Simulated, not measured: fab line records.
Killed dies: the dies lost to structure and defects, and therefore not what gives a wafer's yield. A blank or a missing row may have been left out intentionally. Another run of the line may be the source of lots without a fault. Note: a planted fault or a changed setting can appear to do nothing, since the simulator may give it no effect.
Split-lot experiment ; flow n5Finfet ; route with 1938 steps; 7 lots, 21 wafers read

== THE SPLIT ==
At N5_SD_EPI_P_COAT_34 (time 60 s, resist thk 350 nm), the setting spinRpm was moved away from the recipe's 1500 rpm on 8 of the 21 wafers read, by -3.7% to +10.9%. All remaining wafers had this setting at the recipe value.

The reading comes from the split's own step.

== THE READING ==
SOC_of_SD_EPI_P_COAT_34.thkNm (the simulator's own value, which no gauge read), in nm, at N5_SD_EPI_P_COAT_34 (time 60 s, resist thk 350 nm). The file gives no usual value for it. Across the 13 wafers here that went through the recipe, the average is 349.5 nm and the standard deviation 1 nm.

wafer;tool, chamber at the split;spinRpm as run, rpm;against the recipe;SOC_of_SD_EPI_P_COAT_34.thkNm, nm;against lot-mates on the recipe
L079.1;lithoTrack-05, 0;1500;recipe;349.4;-
L079.2;lithoTrack-05, 0;1500;recipe;347.8;-
L079.3;lithoTrack-05, 0;1500;recipe;348.6;-
L083.1;lithoTrack-03, 0;1549;+3.3%;343.4;-6.0
L083.3;lithoTrack-03, 0;1500;recipe;349.2;-
L083.6;lithoTrack-03, 0;1500;recipe;349.6;-
L085.1;lithoTrack-02, 0;1594;+6.3%;338.6;-11.0
L085.5;lithoTrack-02, 0;1500;recipe;349.6;-
L085.6;lithoTrack-02, 0;1594;+6.3%;340.4;-9.2
L086.2;lithoTrack-03, 0;1500;recipe;350.6;-
L086.4;lithoTrack-03, 0;1500;recipe;351.8;-
L086.6;lithoTrack-03, 0;1444;-3.7%;357.6;+6.4
L089.1;lithoTrack-02, 0;1500;recipe;348;-
L089.3;lithoTrack-02, 0;1500;recipe;349;-
L089.5;lithoTrack-02, 0;1500;recipe;350.2;-
L093.1;lithoTrack-02, 0;1664;+10.9%;332.8;-16.8
L093.4;lithoTrack-02, 0;1500;recipe;349.6;-
L093.6;lithoTrack-02, 0;1664;+10.9%;331.8;-17.8
L096.1;lithoTrack-05, 0;1620;+8.0%;336.4;-14.0
L096.3;lithoTrack-05, 0;1500;recipe;350.4;-
L096.5;lithoTrack-05, 0;1620;+8.0%;338;-12.4

FIT RESULTS
A straight line over all 21 wafers: SOC_of_SD_EPI_P_COAT_34.thkNm changes by -1.61 nm for each +1% of spinRpm; r = -0.99; the points scatter about the line by 1.1 nm.
The same after taking each lot's own level away (the mean of its wafers on the recipe; 21 wafers): -1.61 nm for each +1%; r = -1.00; scatter 0.69 nm.
That fit puts the effect of the largest move of spinRpm on the reading at 18 nm.
The lots' own levels span 348.60 to 351.20 nm, that is 2.5 times the standard deviation above.
Hence the lot-to-lot level has little effect on the slope; both slopes agree.
Check: with one of the wafers moved furthest among these (+10.9%) left out of the fit, the line predicts -18 nm for it against its lot-mates. It came out at -16.8 nm against them.

== ADDITIONAL SPLITS CARRIED BY THESE WAFERS ==
Before the reading, these wafers also passed through other splits. Each is held against what the fit with the lots' levels taken away leaves over:
other split on the same wafers;wafers away from the commonest value;r with SOC_of_SD_EPI_P_COAT_34.thkNm (lot level and that fit taken away)
N5_FIN_CUT_COAT_19 spinRpm;5;+0.17
N5_SPACER0_ALD_00 aldCycles;6;+0.12

== FILE'S OWN FIT ==
SOC_of_SD_EPI_P_COAT_34.thkNm changes by -1.62 nm for each +1% of spinRpm, r = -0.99.
